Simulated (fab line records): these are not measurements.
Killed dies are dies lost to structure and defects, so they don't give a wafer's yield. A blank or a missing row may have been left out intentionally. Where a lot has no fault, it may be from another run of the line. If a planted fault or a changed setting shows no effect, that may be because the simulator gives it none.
What tool caused it?    flow nandHarc    Sampling: 7 lots, 21 wafers, 3 of 1159 route steps

WHAT THE GAUGES SHOWED, per wafer
NHARC_END_SORT_01.
lot   measured      on         killedDies
L760  day 21 03:55  prober-01  24 28 30
L771  day 24 11:55  prober-01  109 105 107

EACH LOT AND THE TOOL THAT RAN IT (in order: tool; ch and the chambers of the sampled wafers; start)
lot   NHARC_A_CONTACT_CVD_19        NHARC_THIN_TSV_DESCUM_14
L754  cvdW-02 ch 0,1, day 17 16:53  rieDiel-04 ch 1,3, day 18 22:09
L752  cvdW-02 ch 0,1, day 18 02:23  rieDiel-03 ch 0,2,3, day 19 09:19
L760  cvdW-01 ch 0,1, day 19 08:09  rieDiel-03 ch 1,2, day 20 15:05
L763  cvdW-01 ch 0,1, day 20 04:01  rieDiel-06 ch 0,2, day 21 11:07
L764  cvdW-02 ch 0, day 20 20:32    rieDiel-03 ch 1,2, day 22 18:10
L767  cvdW-01 ch 0, day 21 10:55    rieDiel-04 ch 0,1,3, day 22 20:23
L771  cvdW-02 ch 0,1, day 22 07:07  rieDiel-04 ch 0,3, day 23 17:37
- NHARC_A_CONTACT_CVD_19: deposits W, target thk 300 nm, time 802 s.
- NHARC_THIN_TSV_DESCUM_14: chemistry O2, time 3 s.

THE ANSWER, worked out from the rows above alone
Rule: the lots themselves supply what counts as usual. The widest of any qualifying gaps counts: lots, ordered by their means at a reading, are off when they make up no more than a third of the lots, leave a main group of 4 or more, and stand apart from it by 3 or more times the standard deviation of that group's means. A main group whose means are all the same, to the digits that the tables above print for the reading, isn't used. A lot without any number at a reading at which 4 lots or more have one is off too. All remaining lots with rows at the step are treated as sound.
No lot is off on any of the readings shown, so nothing can be concluded from this.

WHAT THE SIMULATOR HAD INSERTED
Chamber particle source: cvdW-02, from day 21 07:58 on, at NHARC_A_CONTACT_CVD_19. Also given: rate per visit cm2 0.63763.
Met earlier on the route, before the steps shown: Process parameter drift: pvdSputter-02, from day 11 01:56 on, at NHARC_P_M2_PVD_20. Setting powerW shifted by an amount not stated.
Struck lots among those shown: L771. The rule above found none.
